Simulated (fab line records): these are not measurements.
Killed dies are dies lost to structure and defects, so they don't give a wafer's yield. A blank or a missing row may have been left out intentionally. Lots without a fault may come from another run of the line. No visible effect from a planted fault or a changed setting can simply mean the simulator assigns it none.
fab line records | flow n5_finfet
[record] lots = 6 | wafers = 18 | last_day = 15
route steps=1938 shown BEOL_M6@1248 PASSIVATION@1936
lots untouched by any fault: they come from a run of this same line in which no faults occurred
start_h: hours from the record's opening day to when the first of the lot's shown wafers began | wait_h: hours elapsed since this lot's preceding step | " identical to the entry in the row above | L1.1+2: one row covering several wafers at once | - value missing, or start not given | * or withheld: withheld | < > ~ a bound
route shown NAME@n: NAME is a module with steps in the file, n the number in the route of the first one | usual: mean/standard deviation of fault-free wafers | same: alike in all rows | chamber/n: place in a boat | sites: each site's reading | _std_site: standard deviation across them | _edge_site: the outer-site mean with the inner-site mean subtracted | radius_mm: for every site, how far away it sits from the centre of the wafer | mask NAME#n: copy n | behind: the most recent tool/chamber to have shaped the wafer | hold: reason for holding the lot/hours on hold/outcome of the hold | device: the transistor (n, p or np) that didn't switch | end of line: at the end of the route, the tests of the same wafers | a step given without rows: its recipe and nothing more | killed: count of dies lost to structure and defects at first sort (not the wafer's yield) | map: a wafer's dies, x killed, . not, _ none there
set.NAME: the run value of the setting; set.NAME@STEP: its run value at that earlier step | model.NAME: the simulator's own value behind a step, which no gauge read
lots seen at some steps along the route; tables by step, rows by wafer
services: a tool's chamber out of use, with start hour (start_h, from the record's first day; less than 0 if before it), hours out, and reason
[[steps]]
[step N5_BEOL_M6_CURE_75]
[recipe] temp_c = 370 | time_s = 120 | ambient = DMADMS/He | material = SiCOH_lowk
[usual] lamp_power_pct = 52.32/0.056 | wafer_temp_C_max = 372.0/0.83
lot.wafer | tool       | chamber | start_h | wait_h | lamp_power_pct | wafer_temp_C_max
L303.2    | uv_cure-01 | 0       | 235.88  | 0.1    | 52.26          | 370.9
L303.3    | "          | 0       | "       | "      | 52.29          | 371.1
L303.6    | "          | 0       | "       | "      | 52.38          | 371.5
L302.2    | uv_cure-02 | 1       | 243.37  | 0.1    | 52.29          | 371.9
L302.3    | "          | 1       | "       | "      | 52.25          | 373.2
L302.6    | "          | 1       | "       | "      | 52.36          | 372.3
L306.1    | uv_cure-03 | 0       | 262.78  | 0.0    | 52.33          | 370.9
L306.2    | "          | 0       | "       | "      | 52.28          | 371.1
L306.6    | "          | 0       | "       | "      | 52.24          | 371.0
L307.1    | uv_cure-03 | 1       | 277.45  | 0.0    | 52.24          | 372.5
L307.2    | "          | 1       | "       | "      | 52.28          | 372.4
L307.5    | "          | 1       | "       | "      | 52.28          | 372.1
L308.2    | uv_cure-01 | 2       | 277.55  | 0.1    | 52.44          | 371.7
L308.3    | "          | 2       | "       | "      | 52.41          | 372.2
L308.5    | "          | 2       | "       | "      | 52.28          | 372.1
L310.1    | uv_cure-02 | 0       | 286.19  | 0.0    | 52.33          | 371.7
L310.3    | "          | 0       | "       | "      | 52.30          | 371.9
L310.5    | "          | 0       | "       | "      | 52.40          | 371.7
[step N5_BEOL_M6_DEGAS_44]
[recipe] ambient = vacuum | temp_c = 250 | time_s = 60
[step N5_BEOL_M6_PRE_CLEAN_45]
[recipe] gas = H2/He | time_s = 30 | temp_c = 250
[step N5_BEOL_M6_ALD_77]
[recipe] material = TaN | target_thk_a = 20 | temp_c = 275 | ald_precursor_family = PDMAT | ald_co_reactant = NH3 | pressure_torr = 3 | carrier_flow_sccm = 1500 | pulse_time_s = 2 | purge_time_s = 3 | co_reactant_purge_time_s = 2 | co_reactant_pulse_time_s = 3 | ald_cycles = 40 | precursor_vessel_temp_c = 75 | precursor_vessel_pressure_torr = 26.25 | precursor_vessel_carrier_sccm = 1000
[step N5_BEOL_M6_SURFACE_TREAT_79]
[recipe] gas = Ar | time_s = * | ion_energy_ev = * | ion_current_ma_cm2 = 0.5 | pressure_mtorr = * | ar_flow_sccm = 30
[usual] ar_flow_sccm = 30.00/0.095 | throttle_valve_pct = *
lot.wafer | tool           | chamber | start_h | wait_h | ar_flow_sccm | throttle_valve_pct
L303.2    | pvd_sputter-01 | -       | 237.07  | 0.4    | 30.15        | *
L303.3    | "              | -       | "       | "      | 29.99        | *
L303.6    | "              | -       | "       | "      | 30.09        | *
L302.2    | pvd_sputter-02 | -       | 244.32  | 0.2    | 30.05        | *
L302.3    | "              | -       | "       | "      | 30.01        | *
L302.6    | "              | -       | "       | "      | 30.02        | *
L306.1    | pvd_sputter-01 | -       | 263.85  | 0.2    | 30.05        | *
L306.2    | "              | -       | "       | "      | 29.96        | *
L306.6    | "              | -       | "       | "      | 29.98        | *
L307.1    | pvd_sputter-03 | -       | 278.37  | 0.2    | 29.90        | *
L307.2    | "              | -       | "       | "      | 29.92        | *
L307.5    | "              | -       | "       | "      | 29.95        | *
L308.2    | pvd_sputter-02 | -       | 278.48  | 0.2    | 30.29        | *
L308.3    | "              | -       | "       | "      | 30.01        | *
L308.5    | "              | -       | "       | "      | 29.91        | *
L310.1    | pvd_sputter-01 | -       | 287.14  | 0.2    | 30.02        | *
L310.3    | "              | -       | "       | "      | 30.01        | *
L310.5    | "              | -       | "       | "      | 29.84        | *
[step N5_BEOL_M6_CVD_78]
[recipe] material = Co | target_thk_a = 20 | temp_c = withheld | precursor = CCTBA/H2 | pressure_torr = 30 | time_s = 142.3
[step N5_BEOL_M6_SPUTTER_48]
[recipe] material = Cu | target_thk_a = 100 | temp_c = -20 | bias_v = 60 | power_w = 26000 | chamber_pressure_pa = 0.13 | time_s = 1.667
[usual] chamber_pressure_pa = 0.13001/0.00025 | throttle_valve_pct = 30.4/0.71
lot.wafer | tool           | chamber | start_h | wait_h | chamber_pressure_pa | throttle_valve_pct
L303.2    | pvd_sputter-03 | -       | 237.76  | 0.4    | 0.13019             | 29.6
L303.3    | "              | -       | "       | "      | 0.12979             | 30.4
L303.6    | "              | -       | "       | "      | 0.13006             | 29.4
L302.2    | pvd_sputter-03 | -       | 244.74  | 0.1    | 0.13011             | 30.6
L302.3    | "              | -       | "       | "      | 0.12982             | 30.7
L302.6    | "              | -       | "       | "      | 0.13008             | 29.8
L306.1    | pvd_sputter-01 | -       | 264.21  | 0.1    | 0.12968             | 31.0
L306.2    | "              | -       | "       | "      | 0.12998             | 30.9
L306.6    | "              | -       | "       | "      | 0.13005             | 30.4
L307.1    | pvd_sputter-03 | -       | 278.57  | 0.1    | 0.12961             | 29.6
L307.2    | "              | -       | "       | "      | 0.13005             | 30.6
L307.5    | "              | -       | "       | "      | 0.12952             | 30.6
L308.2    | pvd_sputter-03 | -       | 278.73  | 0.1    | 0.12951             | 30.8
L308.3    | "              | -       | "       | "      | 0.12998             | 30.8
L308.5    | "              | -       | "       | "      | 0.12965             | 30.7
L310.1    | pvd_sputter-02 | -       | 287.52  | 0.2    | 0.12984             | 30.8
L310.3    | "              | -       | "       | "      | 0.12988             | 29.3
L310.5    | "              | -       | "       | "      | 0.13004             | 32.5
[step N5_BEOL_M6_ECD_50]
[recipe] material = Cu | target_thk_a = 3000
[step N5_BEOL_M6_ANNEAL_51]
[recipe] temp_c = 225 | time_s = 90 | ambient = N2
[usual] wafer_temp_C_max = 226.44/0.3
lot.wafer | tool          | chamber | start_h | wait_h | wafer_temp_C_max
L303.2    | rtp_anneal-01 | 0       | 238.02  | 0.1    | 225.92
L303.3    | "             | 0       | "       | "      | 226.56
L303.6    | "             | 0       | "       | "      | 226.06
L302.2    | rtp_anneal-01 | 0       | 245.50  | 0.6    | 226.46
L302.3    | "             | 0       | "       | "      | 226.46
L302.6    | "             | 0       | "       | "      | 226.33
L306.1    | rtp_anneal-02 | 0       | 265.03  | 0.7    | 226.69
L306.2    | "             | 0       | "       | "      | 226.71
L306.6    | "             | 0       | "       | "      | 226.42
L307.1    | rtp_anneal-01 | 0       | 278.99  | 0.3    | 226.55
L307.2    | "             | 0       | "       | "      | 226.60
L307.5    | "             | 0       | "       | "      | 226.40
L308.2    | rtp_anneal-01 | 0       | 279.30  | 0.4    | 226.22
L308.3    | "             | 0       | "       | "      | 226.24
L308.5    | "             | 0       | "       | "      | 226.49
L310.1    | rtp_anneal-02 | 0       | 287.82  | 0.2    | 226.31
L310.3    | "             | 0       | "       | "      | 226.38
L310.5    | "             | 0       | "       | "      | 226.67
[step N5_BEOL_M6_CMP_52]
[recipe] stop_on = SiCOH_lowk | t_overpolish_s = 6.9 | down_force_psi = 1 | platen_rpm = 50 | clearing_platen_down_force_psi = 1.5 | clearing_platen_rpm = 50 | post_cmp_clean = cu_alkaline | target_thk_nm = 80 | clearing_platen_pad_velocity_m_s = 0.99484 | pad_velocity_m_s = 0.99484
[usual] barrier_field_endpoint_s = 28.7/1 | motor_current_A = 6.4/0.78 | overpolish_run_s = 6.901/0.0082 | platen_rpm = 50.00/0.034 | slurry_flow_ml_min = 149.9/0.44 | time_to_endpoint_s = 61/4.1
lot.wafer | tool   | chamber | start_h | wait_h | barrier_field_endpoint_s | motor_current_A | overpolish_run_s | platen_rpm | slurry_flow_ml_min | time_to_endpoint_s
L303.2    | cmp-02 | 1       | 238.31  | 0.2    | 29.7                     | 6.8             | 6.901            | 49.98      | 149.8              | 67
L303.3    | "      | 3       | "       | "      | 27.7                     | 5.5             | 6.899            | 49.97      | 150.6              | 56
L303.6    | "      | 0       | "       | "      | 28.9                     | 6.9             | 6.907            | 50.00      | 149.7              | 63
L302.3    | cmp-03 | 0       | 245.75  | 0.2    | 29.1                     | 6.3             | 6.901            | 49.97      | 149.8              | 64
L302.2    | "      | 3       | "       | "      | 28.0                     | 8.0             | 6.905            | 49.96      | 150.1              | 59
L302.6    | "      | 0       | "       | "      | 29.7                     | 6.3             | 6.906            | 50.01      | 150.1              | 59
L306.1    | cmp-02 | 3       | 265.38  | 0.3    | 27.7                     | 5.7             | 6.898            | 49.97      | 150.2              | 59
L306.2    | "      | 1       | "       | "      | 29.7                     | 6.2             | 6.899            | 50.04      | 149.0              | 65
L306.6    | "      | 3       | "       | "      | 28.1                     | 4.9             | 6.913            | 50.00      | 150.2              | 57
L307.1    | cmp-02 | 1       | 279.32  | 0.3    | 29.7                     | 6.1             | 6.918            | 49.93      | 149.6              | 70
L307.2    | "      | 2       | "       | "      | 27.5                     | 6.7             | 6.895            | 49.99      | 150.0              | 61
L307.5    | "      | 1       | "       | "      | 28.8                     | 6.5             | 6.900            | 49.96      | 149.4              | 67
L308.2    | cmp-03 | 1       | 279.55  | 0.2    | 28.4                     | 5.0             | 6.901            | 49.97      | 149.4              | 60
L308.3    | "      | 0       | "       | "      | 27.7                     | 6.4             | 6.891            | 49.99      | 150.6              | 60
L308.5    | "      | 2       | "       | "      | 29.6                     | 5.8             | 6.906            | 49.97      | 150.5              | 66
L310.1    | cmp-01 | 3       | 288.11  | 0.3    | 30.3                     | 5.8             | 6.915            | 50.02      | 150.6              | 66
L310.3    | "      | 1       | "       | "      | 28.1                     | 6.3             | 6.896            | 49.85      | 149.6              | 59
L310.5    | "      | 3       | "       | "      | 28.8                     | 6.5             | 6.905            | 50.00      | 150.5              | 70
[step N5_BEOL_M6_THK_MEAS_53]
[recipe] thk_meas_gauge = xrf | reads = Cu_of_BEOL_M6_ECD_50
[usual] M6_THK = 80.9/2.1
lot.wafer | tool          | chamber | start_h | wait_h | M6_THK[nm]
L303.2    | film_metro-02 | -       | 238.56  | -      | 84.2
L303.3    | "             | -       | "       | "      | 79.9
L303.6    | "             | -       | "       | "      | 82.5
L302.2    | film_metro-02 | -       | 246.04  | -      | 80.6
L302.3    | "             | -       | "       | "      | 83.0
L302.6    | "             | -       | "       | "      | 82.6
L306.1    | film_metro-01 | -       | 265.63  | -      | 77.6
L306.2    | "             | -       | "       | "      | 83.0
L306.6    | "             | -       | "       | "      | 80.1
L307.1    | film_metro-02 | -       | 279.58  | -      | 83.1
L307.2    | "             | -       | "       | "      | 82.0
L307.5    | "             | -       | "       | "      | 82.4
L308.2    | film_metro-02 | -       | 279.85  | -      | 82.4
L308.3    | "             | -       | "       | "      | 82.3
L308.5    | "             | -       | "       | "      | 79.1
L310.1    | film_metro-01 | -       | 288.41  | -      | 80.4
L310.3    | "             | -       | "       | "      | 78.5
L310.5    | "             | -       | "       | "      | 80.1
[step N5_BEOL_M6_PRE_CLEAN_55]
[recipe] gas = NH3 | time_s = 15 | temp_c = withheld | rf_power_w = 300
[step N5_BEOL_M6_DEP_56]
[recipe] material = SiCN | target_thk_a = 100 | temp_c = withheld | precursor = 3MS/NH3 | pressure_torr = 3 | rf_w = 202 | time_s = 17.5
[usual] showerhead_plenum_p_Torr = 3.656/0.014 | throttle_valve_pct = 9.0/0.47
lot.wafer | tool     | chamber | start_h | wait_h | showerhead_plenum_p_Torr | throttle_valve_pct | model.SiCN_of_BEOL_M6_DEP_56.thk_nm
L303.2    | pecvd-01 | 2       | 238.64  | 0.0    | 3.663                    | 8.3                | 10
L303.3    | "        | 0       | "       | "      | 3.658                    | 8.8                | 10
L303.6    | "        | 2       | "       | "      | 3.647                    | 8.2                | 10
L302.2    | pecvd-02 | 1       | 246.11  | 0.0    | 3.674                    | 8.8                | 10
L302.3    | "        | 2       | "       | "      | 3.638                    | 8.8                | 10
L302.6    | "        | 0       | "       | "      | 3.675                    | 9.6                | 10.2
L306.1    | pecvd-04 | 2       | 265.70  | 0.0    | 3.653                    | 8.8                | 10.4
L306.2    | "        | 0       | "       | "      | 3.650                    | 9.8                | 10
L306.6    | "        | 0       | "       | "      | 3.654                    | 10.5               | 10
L307.1    | pecvd-02 | 1       | 279.64  | 0.0    | 3.673                    | 9.0                | 9.8
L307.2    | "        | 2       | "       | "      | 3.639                    | 8.8                | 10
L307.5    | "        | 0       | "       | "      | 3.659                    | 9.4                | 10
L308.2    | pecvd-01 | 2       | 279.91  | 0.0    | 3.656                    | 8.1                | 6.2
L308.3    | "        | 1       | "       | "      | 3.647                    | 9.3                | 9.8
L308.5    | "        | 0       | "       | "      | 3.663                    | 9.0                | 10.2
L310.1    | pecvd-01 | 2       | 288.47  | 0.0    | 3.650                    | 8.5                | 6.2
L310.3    | "        | 1       | "       | "      | 3.648                    | 9.4                | 9.6
L310.5    | "        | 2       | "       | "      | 3.643                    | 8.6                | 6.4
[step N5_BEOL_M6_RS_MEAS_57]
[recipe] thk_meas_gauge = four-point-probe | reads = Cu_of_BEOL_M6_ECD_50+Co_of_BEOL_M6_CVD_78+TaN_of_BEOL_M6_ALD_77
[usual] M6_RS = 0.289/0.0092
lot.wafer | tool          | chamber | start_h | wait_h | M6_RS[ohm/sq]
L303.2    | film_metro-02 | -       | 238.73  | 0.1    | 0.275
L303.3    | "             | -       | "       | "      | 0.292
L303.6    | "             | -       | "       | "      | 0.281
L302.2    | film_metro-01 | -       | 246.18  | 0.1    | 0.289
L302.3    | "             | -       | "       | "      | 0.280
L302.6    | "             | -       | "       | "      | 0.280
L306.1    | film_metro-02 | -       | 265.77  | 0.1    | 0.303
L306.2    | "             | -       | "       | "      | 0.281
L306.6    | "             | -       | "       | "      | 0.293
L307.1    | film_metro-02 | -       | 279.71  | 0.1    | 0.277
L307.2    | "             | -       | "       | "      | 0.282
L307.5    | "             | -       | "       | "      | 0.280
L308.2    | film_metro-01 | -       | 279.98  | 0.1    | 0.280
L308.3    | "             | -       | "       | "      | 0.278
L308.5    | "             | -       | "       | "      | 0.295
L310.1    | film_metro-02 | -       | 288.54  | 0.1    | 0.291
L310.3    | "             | -       | "       | "      | 0.301
L310.5    | "             | -       | "       | "      | 0.291
[step N5_PASSIVATION_PROBE_49]
[usual] defect_limited_yield = 91.1/1.4 | killed_at_M0_to_M3 = 36/9.9 | killed_at_M4_up = 13/5.8 | killed_at_contacts = 14/5.9 | killed_at_front_end = 39/11 | killed_at_other = 3.4/2.9 | killed_dies = 105/17 | killed_on_rim = 15/3.9 | killed_open = 70/13 | killed_short = 34/7.3 | sort_bin_5_function = 5.3/1 | sort_bin_6_memory = 3.3/0.62 | sort_bin_8_speed = 0.01/0.057 | sort_n_pass = 1075/17 | sort_yield_pct = 91.1/1.4
[same] gross_dies = 1180 | killed_at_back_side = 0 | sort_bin_4_leakage[%] = 0
lot.wafer | tool      | chamber | start_h | wait_h | defect_limited_yield[%] | killed_at_M0_to_M3 | killed_at_M4_up | killed_at_contacts | killed_at_front_end | killed_at_other | killed_dies | killed_on_rim | killed_open | killed_short | sort_bin_5_function[%] | sort_bin_6_memory[%] | sort_bin_8_speed[%] | sort_n_pass | sort_yield_pct[%]
L302.2    | prober-02 | -       | 327.89  | 0.1    | 91.9                    | 47                 | 6               | 10                 | 30                  | 2               | 95          | 10            | 61          | 34           | 4.7                    | 3.1                  | 0                   | 1085        | 91.9
L302.3    | prober-02 | -       | 327.94  | 0.1    | 91.7                    | 45                 | 9               | 9                  | 33                  | 2               | 98          | 12            | 63          | 35           | 4.2                    | 3.8                  | 0                   | 1082        | 91.7
L302.6    | prober-02 | -       | 328.09  | 0.3    | 91.5                    | 44                 | 13              | 5                  | 37                  | 1               | 100         | 14            | 67          | 32           | 5.3                    | 3.2                  | 0                   | 1080        | 91.5
L307.1    | prober-02 | -       | 355.09  | 0.0    | 90.8                    | 28                 | 14              | 7                  | 58                  | 1               | 108         | 23            | 62          | 46           | 5.5                    | 3.1                  | 0                   | 1072        | 90.8
L307.2    | prober-02 | -       | 355.14  | 0.1    | 90.5                    | 34                 | 15              | 19                 | 42                  | 2               | 112         | 17            | 76          | 36           | 5.6                    | 3.6                  | 0                   | 1068        | 90.5
L307.5    | prober-02 | -       | 355.29  | 0.2    | 92.3                    | 42                 | 5               | 7                  | 36                  | 1               | 91          | 10            | 60          | 31           | 4.9                    | 2.6                  | 0                   | 1089        | 92.3
L310.1    | prober-01 | -       | 363.18  | 0.0    | 92.9                    | 28                 | 6               | 8                  | 34                  | 8               | 84          | 11            | 56          | 28           | 4.2                    | 2.7                  | 0                   | 1096        | 92.9
L310.3    | prober-01 | -       | 363.28  | 0.1    | 89.6                    | 47                 | 5               | 17                 | 51                  | 3               | 123         | 17            | 86          | 37           | 6.0                    | 4.1                  | 0                   | 1057        | 89.6
L310.5    | prober-01 | -       | 363.38  | 0.2    | 93.5                    | 24                 | 8               | 14                 | 30                  | 1               | 77          | 5             | 54          | 23           | 4.0                    | 2.2                  | 0                   | 1103        | 93.5
// killed by level:class
L302.2 BEOL_M0_SAQP:geometric_particle:open=13 BEOL_M0_SAQP:geometric_particle:short=12 BEOL_M3:geometric_particle:open=9 STI_FIN_REVEAL:geometric_particle:open=8 MOL_CONTACT_COAG:geometric_particle:open=7 FIN_SAQP:geometric_particle:short=4 ILD0:geometric_particle:open=4 BEOL_M1:geometric_particle:open=4
L302.3 BEOL_M2:geometric_particle:open=10 FIN_SAQP:geometric_particle:short=9 BEOL_M1:geometric_particle:open=9 BEOL_M0_SAQP:geometric_particle:short=8 MOL_CONTACT_COAG:geometric_particle:open=8 BEOL_M0_SAQP:geometric_particle:open=8 STI_FIN_REVEAL:geometric_particle:open=6 BEOL_M2:geometric_particle:short=5
L302.6 BEOL_M1:geometric_particle:open=11 STI_FIN_REVEAL:geometric_particle:open=10 BEOL_M0_SAQP:geometric_particle:short=9 BEOL_M0_SAQP:geometric_particle:open=9 BEOL_M2:geometric_particle:open=7 STARTING-WAFER:geometric_particle:short=6 BEOL_M4:geometric_particle:open=5 DUMMY_GATE:geometric_particle:open=4
L307.1 STI_FIN_REVEAL:geometric_particle:open=12 GATE_CUT:geometric_particle:short=12 BEOL_M0_SAQP:geometric_particle:open=12 FIN_SAQP:geometric_particle:open=11 BEOL_M0_SAQP:geometric_particle:short=11 BEOL_M4:geometric_particle:open=8 MOL_CONTACT_COAG:geometric_particle:open=7 GATE_CUT:geometric_particle:open=5
L307.2 BEOL_M0_SAQP:geometric_particle:open=15 MOL_CONTACT_COAG:geometric_particle:open=13 STI_FIN_REVEAL:geometric_particle:open=12 BEOL_M0_SAQP:geometric_particle:short=11 BEOL_M3:geometric_particle:open=7 FIN_SAQP:geometric_particle:open=6 GATE_CUT:geometric_particle:open=6 MOL_CONTACT_COAG:geometric_particle:short=6
L307.5 BEOL_M0_SAQP:geometric_particle:short=16 STI_FIN_REVEAL:geometric_particle:open=13 BEOL_M3:geometric_particle:open=11 BEOL_M0_SAQP:geometric_particle:open=8 MOL_CONTACT_COAG:geometric_particle:open=7 GATE_CUT:geometric_particle:short=6 FIN_SAQP:geometric_particle:open=4 STI_FIN_REVEAL:geometric_particle:short=3
L310.1 BEOL_M2:geometric_particle:open=12 STI_FIN_REVEAL:geometric_particle:open=5 DUMMY_GATE:geometric_particle:open=5 MOL_CONTACT_COAG:geometric_particle:open=5 BEOL_M0_SAQP:geometric_particle:open=5 BEOL_M1:geometric_particle:open=5 ILD0:geometric_particle:short=4 STARTING-WAFER:geometric_particle:open=4
L310.3 MOL_CONTACT_COAG:geometric_particle:open=15 STI_FIN_REVEAL:geometric_particle:open=14 BEOL_M0_SAQP:geometric_particle:open=12 BEOL_M0_SAQP:geometric_particle:short=12 DUMMY_GATE:geometric_particle:open=9 FIN_SAQP:geometric_particle:open=7 BEOL_M2:geometric_particle:open=6 BEOL_M0:geometric_particle:open=5
L310.5 MOL_CONTACT_COAG:geometric_particle:open=12 FIN_SAQP:geometric_particle:short=6 BEOL_M0_SAQP:geometric_particle:open=6 BEOL_M1:geometric_particle:open=6 STI_FIN_REVEAL:geometric_particle:open=5 BEOL_M0_SAQP:geometric_particle:short=5 FIN_SAQP:geometric_particle:open=4 DUMMY_GATE:geometric_particle:open=3
[[services]]
tool       | chamber | start_h | hours | kind
uv_cure-01 | -       | 219.95  | 0.9   | repair
pecvd-02   | 1       | 221.97  | 20.4  | repair
pecvd-01   | 1       | 238.05  | 5.5   | scheduled_down
cmp-02     | -       | 243.74  | 0.9   | repair
uv_cure-01 | -       | 244.78  | 7.5   | pm
cmp-01     | -       | 248.64  | 0.6   | repair
cmp-03     | -       | 250.05  | 1.6   | repair
cmp-01     | -       | 251.86  | 0.9   | repair
cmp-02     | -       | 260.57  | 4.2   | pm
cmp-01     | -       | 270.30  | 3.7   | repair
cmp-02     | -       | 281.29  | 4.0   | pm
cmp-02     | -       | 285.29  | -     | consumable_replace:conditioner
cmp-02     | -       | 285.29  | -     | consumable_replace:pad
[[key]]
first_sign none at tools or gauges
[model_effect] step = N5_BEOL_M6_DEP_56 | value = SiCN_of_BEOL_M6_DEP_56.thk_nm | without = 10.2 | struck = 6.267
met_at N5_BEOL_M6_DEP_56
struck_wafers L308.2,L310.1,L310.5
onset_between 238.64 279.91
[fault] kind = process_parameter_drift | tool = pecvd-01 | chamber = 2 | onset_h = 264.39 | steps = N5_BEOL_M6_DEP_56 | channel = time_s | offset = * | shape = step | end_h = 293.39 | acts_in = * | stated = *
